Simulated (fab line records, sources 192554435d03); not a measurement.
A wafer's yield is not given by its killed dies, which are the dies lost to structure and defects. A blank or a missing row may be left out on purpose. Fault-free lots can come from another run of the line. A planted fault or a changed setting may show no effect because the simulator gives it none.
The tool behind it: which one? | flow n5Finfet | 72 wafers from 24 lots sampled at 2 of the route's 1938 steps

WHAT THE GAUGES READ, wafer by wafer
N5_ZERO_LAYER_INSPECT_20: inspects for defects (darkfield).
lot  | measured    | on               | rawDefectCount
L074 | day 1 13:16 | defectInspect-01 | 39 27 27
L075 | day 1 19:25 | defectInspect-01 | 44 54 45
L076 | day 2 01:23 | defectInspect-01 | 40 37 59
L077 | day 2 07:27 | defectInspect-01 | 58 84 107
L078 | day 2 13:43 | defectInspect-02 | 31 19 15
L079 | day 2 19:15 | defectInspect-01 | 46 78 46
L080 | day 3 01:45 | defectInspect-02 | 28 36 74
L081 | day 3 07:15 | defectInspect-02 | 30 27 28
L082 | day 3 13:15 | defectInspect-01 | 26 22 17
L083 | day 3 19:56 | defectInspect-01 | 19 40 37
L084 | day 4 01:23 | defectInspect-02 | 53 39 33
L085 | day 4 07:28 | defectInspect-01 | 29 30 35
L086 | day 4 13:26 | defectInspect-02 | 29 27 50
L087 | day 4 19:31 | defectInspect-02 | 41 50 38
L088 | day 5 01:41 | defectInspect-02 | 20 40 31
L089 | day 5 07:23 | defectInspect-01 | 19 18 19
L090 | day 5 13:16 | defectInspect-02 | 52 39 63
L091 | day 5 19:20 | defectInspect-02 | 39 24 34
L092 | day 6 01:17 | defectInspect-02 | 45 39 33
L093 | day 6 07:25 | defectInspect-02 | 30 37 28
L094 | day 6 13:36 | defectInspect-01 | 37 15 17
L095 | day 6 19:24 | defectInspect-01 | 24 36 30
L096 | day 7 01:23 | defectInspect-01 | 42 34 29
L097 | day 7 08:05 | defectInspect-02 | 77 43 26

WHAT TOOL EACH LOT RAN ON (gives the tool, then ch and the chambers of the sampled wafers, and finally the start)
lot  | N5_ZERO_LAYER_PECVD_02
L074 | pecvd-03 ch 0,1,2, day 1 12:17
L075 | pecvd-01 ch 0,1, day 1 18:17
L076 | pecvd-01 ch 0,2, day 2 00:17
L077 | pecvd-04 ch 0,1, day 2 06:28
L078 | pecvd-03 ch 0,1, day 2 12:29
L079 | pecvd-01 ch 0,2, day 2 18:17
L080 | pecvd-01 ch 0,1, day 3 00:18
L081 | pecvd-04 ch 0,1,2, day 3 06:17
L082 | pecvd-03 ch 0,2, day 3 12:17
L083 | pecvd-04 ch 0,2, day 3 18:28
L084 | pecvd-04 ch 0,2, day 4 00:17
L085 | pecvd-03 ch 0,1,2, day 4 06:17
L086 | pecvd-01 ch 0,1,2, day 4 12:18
L087 | pecvd-04 ch 0,2, day 4 18:17
L088 | pecvd-03 ch 0,2, day 5 00:17
L089 | pecvd-04 ch 0,1, day 5 06:17
L090 | pecvd-03 ch 0,1,2, day 5 12:17
L091 | pecvd-04 ch 0,2, day 5 18:17
L092 | pecvd-03 ch 0,2, day 6 00:18
L093 | pecvd-03 ch 0,2, day 6 06:17
L094 | pecvd-03 ch 0,1, day 6 12:17
L095 | pecvd-03 ch 0,1, day 6 18:17
L096 | pecvd-03 ch 0,1,2, day 7 00:17
L097 | pecvd-03 ch 0,1, day 7 06:17
- N5_ZERO_LAYER_PECVD_02: deposits SiO2 from SiH4/N2O, target thk 10 nm, time 6 s.

WHAT THE TOOLS THEMSELVES READ (means of the sampled wafers that have a number; where no wafer has one, the mark that the record gives instead)
N5_ZERO_LAYER_PECVD_02.
lot  | tool     | heaterPowerW (W) | showerheadPlenumPTorr (Torr)
L074 | pecvd-03 | 884              | 8.12
L075 | pecvd-01 | 816              | 8.05
L076 | pecvd-01 | 866              | 8.22
L077 | pecvd-04 | 840              | 8.15
L078 | pecvd-03 | 877              | 8.09
L079 | pecvd-01 | 829              | 8.23
L080 | pecvd-01 | 766              | 8.12
L081 | pecvd-04 | 779              | 8.12
L082 | pecvd-03 | 942              | 8.09
L083 | pecvd-04 | 835              | 8.05
L084 | pecvd-04 | 724              | 8.07
L085 | pecvd-03 | 848              | 8.12
L086 | pecvd-01 | 854              | 8.15
L087 | pecvd-04 | 799              | 8.06
L088 | pecvd-03 | 885              | 8.12
L089 | pecvd-04 | 871              | 8.14
L090 | pecvd-03 | 864              | 8.12
L091 | pecvd-04 | 767              | 8.06
L092 | pecvd-03 | 887              | 8.10
L093 | pecvd-03 | 867              | 8.10
L094 | pecvd-03 | 894              | 8.09
L095 | pecvd-03 | 842              | 8.09
L096 | pecvd-03 | 874              | 8.12
L097 | pecvd-03 | 856              | 8.09

THE ANSWER, worked out from the rows above alone
Rule: what is usual is taken from the lots themselves. Put in order of their means at a reading, lots are off if they are a third of the lots or fewer, leave a main group of 4 or more, and stand apart from it by a gap of 3 or more times the standard deviation of the main group's means; of several such gaps the widest counts. A main group whose means are all the same, to the digits that the tables above print for the reading, isn't used. A lot without any number at a reading at which 4 lots or more have one is off too. All remaining lots with rows at the step are treated as sound. The gauges are gone through in route order, then the tools' own readings, and for those a lot's mean is taken as printed above. At the first step where some lot is off, the reading lying furthest off is the one used; lots without a number count as furthest.
Across all readings shown, no lot is off: no conclusion can be drawn from this.

WHAT THE SIMULATOR PUT IN
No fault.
